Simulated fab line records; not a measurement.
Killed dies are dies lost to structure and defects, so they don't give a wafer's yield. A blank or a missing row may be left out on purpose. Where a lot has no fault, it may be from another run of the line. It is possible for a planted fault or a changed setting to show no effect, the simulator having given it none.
Matching of chambers || flow n5-finfet || pecvd-03 running N5_BEOL_M14_ILD_DEP_00: 3 sister chambers
The step deposits SiO2 from TEOS/O2, target thk 1119.3 nm, time 237.4 s. 22 wafers are shown with their chamber, then 11 later ones without.

== EACH WAFER AND ITS CHAMBER ==
{"wafer": "L074.1", "chamber": 2, "throttle-valve-pct (%)": 17.6, "heater-power-w (W)": 373, "showerhead-plenum-p-Torr (Torr)": 8.40}
{"wafer": "L074.3", "chamber": 0, "throttle-valve-pct (%)": 19.7, "heater-power-w (W)": 783, "showerhead-plenum-p-Torr (Torr)": 8.32}
{"wafer": "L074.6", "chamber": 0, "throttle-valve-pct (%)": 20.2, "heater-power-w (W)": 596, "showerhead-plenum-p-Torr (Torr)": 8.33}
{"wafer": "L076.1", "chamber": 2, "throttle-valve-pct (%)": 17.4, "heater-power-w (W)": 385, "showerhead-plenum-p-Torr (Torr)": 8.38}
{"wafer": "L076.3", "chamber": 0, "throttle-valve-pct (%)": 19.8, "heater-power-w (W)": 783, "showerhead-plenum-p-Torr (Torr)": 8.33}
{"wafer": "L076.6", "chamber": 0, "throttle-valve-pct (%)": 19.6, "heater-power-w (W)": 622, "showerhead-plenum-p-Torr (Torr)": 8.32}
{"wafer": "L078.2", "chamber": 2, "throttle-valve-pct (%)": 17.5, "heater-power-w (W)": 395, "showerhead-plenum-p-Torr (Torr)": 8.37}
{"wafer": "L078.4", "chamber": 2, "throttle-valve-pct (%)": 17.5, "heater-power-w (W)": 304, "showerhead-plenum-p-Torr (Torr)": 8.36}
{"wafer": "L078.5", "chamber": 0, "throttle-valve-pct (%)": 19.9, "heater-power-w (W)": 587, "showerhead-plenum-p-Torr (Torr)": 8.32}
{"wafer": "L081.1", "chamber": 0, "throttle-valve-pct (%)": 20.1, "heater-power-w (W)": 774, "showerhead-plenum-p-Torr (Torr)": 8.32}
{"wafer": "L081.4", "chamber": 2, "throttle-valve-pct (%)": 17.7, "heater-power-w (W)": 303, "showerhead-plenum-p-Torr (Torr)": 8.38}
{"wafer": "L081.5", "chamber": 0, "throttle-valve-pct (%)": 19.9, "heater-power-w (W)": 606, "showerhead-plenum-p-Torr (Torr)": 8.32}
{"wafer": "L082.1", "chamber": 0, "throttle-valve-pct (%)": 20.1, "heater-power-w (W)": 763, "showerhead-plenum-p-Torr (Torr)": 8.32}
{"wafer": "L082.3", "chamber": 2, "throttle-valve-pct (%)": 17.3, "heater-power-w (W)": 347, "showerhead-plenum-p-Torr (Torr)": 8.38}
{"wafer": "L082.5", "chamber": 0, "throttle-valve-pct (%)": 19.9, "heater-power-w (W)": 620, "showerhead-plenum-p-Torr (Torr)": 8.32}
{"wafer": "L085.3", "chamber": 1, "throttle-valve-pct (%)": 18.3, "heater-power-w (W)": 398, "showerhead-plenum-p-Torr (Torr)": 8.34}
{"wafer": "L085.5", "chamber": 2, "throttle-valve-pct (%)": 17.9, "heater-power-w (W)": 407, "showerhead-plenum-p-Torr (Torr)": 8.39}
{"wafer": "L085.6", "chamber": 1, "throttle-valve-pct (%)": 18.3, "heater-power-w (W)": 294, "showerhead-plenum-p-Torr (Torr)": 8.35}
{"wafer": "L087.2", "chamber": 1, "throttle-valve-pct (%)": 18.2, "heater-power-w (W)": 304, "showerhead-plenum-p-Torr (Torr)": 8.34}
{"wafer": "L087.3", "chamber": 2, "throttle-valve-pct (%)": 17.5, "heater-power-w (W)": 297, "showerhead-plenum-p-Torr (Torr)": 8.38}
{"wafer": "L087.5", "chamber": 1, "throttle-valve-pct (%)": 18.2, "heater-power-w (W)": 402, "showerhead-plenum-p-Torr (Torr)": 8.31}
{"wafer": "L088.1", "chamber": 2, "throttle-valve-pct (%)": 17.4, "heater-power-w (W)": 350, "showerhead-plenum-p-Torr (Torr)": 8.37}

SIGNATURES (averages over the wafers above)
{"reading": "throttle-valve-pct", "chamber 0": 19.911, "chamber 1": 18.250, "chamber 2": 17.533, "scatter within a chamber": 0.175}
{"reading": "heater-power-w", "chamber 0": 681.56, "chamber 1": 349.50, "chamber 2": 351.22, "scatter within a chamber": 68.6}
{"reading": "showerhead-plenum-p-Torr", "chamber 0": 8.3222, "chamber 1": 8.3350, "chamber 2": 8.3789, "scatter within a chamber": 0.0106}
Rule: a wafer's distance from a chamber is the root of the sum, over the readings, of the square of ((its reading less the chamber's mean) divided by the reading's scatter). The wafer belongs to the nearest chamber; if the next one is less than 2 further off, it can't be placed. The scatter: the root of (the sum of the squares of (reading less its chamber's mean) over the shown wafers, divided by (wafers less chambers)).

== WAFERS MISSING THEIR CHAMBER ==
{"wafer": "L088.4", "throttle-valve-pct (%)": 18.3, "heater-power-w (W)": 403, "showerhead-plenum-p-Torr (Torr)": 8.33}
{"wafer": "L088.5", "throttle-valve-pct (%)": 20.3, "heater-power-w (W)": 632, "showerhead-plenum-p-Torr (Torr)": 8.32}
{"wafer": "L091.3", "throttle-valve-pct (%)": 17.2, "heater-power-w (W)": 339, "showerhead-plenum-p-Torr (Torr)": 8.36}
{"wafer": "L091.4", "throttle-valve-pct (%)": 17.7, "heater-power-w (W)": 382, "showerhead-plenum-p-Torr (Torr)": 8.37}
{"wafer": "L091.6", "throttle-valve-pct (%)": 20.1, "heater-power-w (W)": 614, "showerhead-plenum-p-Torr (Torr)": 8.30}
{"wafer": "L092.3", "throttle-valve-pct (%)": 17.7, "heater-power-w (W)": 309, "showerhead-plenum-p-Torr (Torr)": 8.37}
{"wafer": "L092.4", "throttle-valve-pct (%)": 19.9, "heater-power-w (W)": 784, "showerhead-plenum-p-Torr (Torr)": 8.31}
{"wafer": "L092.6", "throttle-valve-pct (%)": 17.8, "heater-power-w (W)": 363, "showerhead-plenum-p-Torr (Torr)": 8.37}
{"wafer": "L096.1", "throttle-valve-pct (%)": 20.0, "heater-power-w (W)": 651, "showerhead-plenum-p-Torr (Torr)": 8.34}
{"wafer": "L096.5", "throttle-valve-pct (%)": 18.3, "heater-power-w (W)": 399, "showerhead-plenum-p-Torr (Torr)": 8.32}
{"wafer": "L096.6", "throttle-valve-pct (%)": 17.5, "heater-power-w (W)": 415, "showerhead-plenum-p-Torr (Torr)": 8.36}

== THE CHAMBER EACH PASSED THROUGH ==
{"wafer": "L088.4", "from the rows above": 1, "in truth": 1}
{"wafer": "L088.5", "from the rows above": 0, "in truth": 0}
{"wafer": "L091.3", "from the rows above": 2, "in truth": 2}
{"wafer": "L091.4", "from the rows above": 2, "in truth": 2}
{"wafer": "L091.6", "from the rows above": 0, "in truth": 0}
{"wafer": "L092.3", "from the rows above": 2, "in truth": 2}
{"wafer": "L092.4", "from the rows above": 0, "in truth": 0}
{"wafer": "L092.6", "from the rows above": 2, "in truth": 2}
{"wafer": "L096.1", "from the rows above": 0, "in truth": 0}
{"wafer": "L096.5", "from the rows above": 1, "in truth": 1}
{"wafer": "L096.6", "from the rows above": 2, "in truth": 2}
Correctly placed: 11 of 11. Number that these rows cannot place: 0. 0 placed wrongly.
